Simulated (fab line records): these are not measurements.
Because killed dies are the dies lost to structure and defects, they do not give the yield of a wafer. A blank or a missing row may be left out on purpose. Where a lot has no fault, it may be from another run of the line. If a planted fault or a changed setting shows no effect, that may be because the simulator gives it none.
Chamber matching    flow nand_harc    rie_diel-01 running NHARC_P_CONTACT_STRIP_28: 4 sister chambers
The step strips in O2. 4 wafers are shown with their chamber, then 8 later ones without.

WAFERS WITH THEIR CHAMBER
wafer   chamber  drypump_motor_current_A (A)
L087.1  3        6.7
L087.4  1        5.5
L087.6  0        5.1
L090.1  2        4.9

WAFERS WITH NO CHAMBER GIVEN
wafer   drypump_motor_current_A (A)
L090.3  5.1
L090.6  5.0
L092.3  5.5
L092.4  5.1
L092.6  6.8
L095.1  5.1
L095.3  6.8
L095.6  6.8

WHICH CHAMBER EACH ONE RAN IN
wafer   from the rows above      in truth
L090.3  0                        0
L090.6  can't be placed: 0 or 2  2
L092.3  1                        1
L092.4  0                        0
L092.6  3                        3
L095.1  0                        0
L095.3  3                        3
L095.6  3                        3
Correctly placed: 7 of 8. Unplaceable from these rows: 1, with the true chamber sitting among the candidates in 1. Number placed wrongly: 0.
How it was worked out, from the rows above alone: a wafer's distance from a chamber is the root of the sum, over the readings, of the square of ((its reading less the chamber's mean) divided by the reading's scatter). The wafer belongs to the nearest chamber; if the next one is less than 2 further off, it can't be placed. A chamber's mean is the mean of its shown wafers. The scatter (one wafer shown for each chamber): square how far every hidden wafer sits from the nearest shown wafer, average those squares and take the square root.
